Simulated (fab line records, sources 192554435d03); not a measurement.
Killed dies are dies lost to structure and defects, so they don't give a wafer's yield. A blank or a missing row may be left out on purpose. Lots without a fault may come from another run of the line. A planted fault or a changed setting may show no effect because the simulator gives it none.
Chamber matching | flow n5_finfet | N5_BEOL_M11_ETCH_62 on rie_diel-02: 4 sister chambers
The step etches SOC in N2/H2, target depth 110 nm, overetch 22 nm, time 165 s. 4 wafers are shown with their chamber, then 9 later ones without.

WAFERS WITH THEIR CHAMBER
wafer  | chamber | throttle_valve_pct (%)
L089.1 | 3       | 18.23
L091.3 | 1       | 17.50
L091.4 | 0       | 17.66
L091.6 | 2       | 17.60

WAFERS WITHOUT THEIR CHAMBER
wafer  | throttle_valve_pct (%)
L092.3 | 17.63
L092.4 | 17.69
L092.6 | 18.27
L096.1 | 17.53
L096.5 | 17.53
L096.6 | 17.62
L097.1 | 18.27
L097.2 | 17.69
L097.3 | 17.54

WHICH CHAMBER EACH WENT THROUGH
wafer  | from the rows above     | in truth
L092.3 | can't be placed: 2 or 0 | 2
L092.4 | can't be placed: 0 or 2 | 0
L092.6 | 3                       | 3
L096.1 | can't be placed: 1 or 2 | 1
L096.5 | can't be placed: 1 or 2 | 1
L096.6 | can't be placed: 2 or 0 | 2
L097.1 | 3                       | 3
L097.2 | can't be placed: 0 or 2 | 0
L097.3 | can't be placed: 1 or 2 | 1
Placed correctly: 2 of 9. Can't be placed from these rows: 7 (the true chamber is among the candidates in 7). Placed wrongly: 0.
How it was worked out, from the rows above alone: a wafer's distance from a chamber is the root of the sum, over the readings, of the square of ((its reading less the chamber's mean) divided by the reading's scatter). The wafer belongs to the nearest chamber; if the next one is less than 2 further off, it can't be placed. A chamber's mean is the mean of its shown wafers. The scatter: with one shown wafer a chamber, the root of the mean of the squares of how far each hidden wafer lies from its nearest shown one.
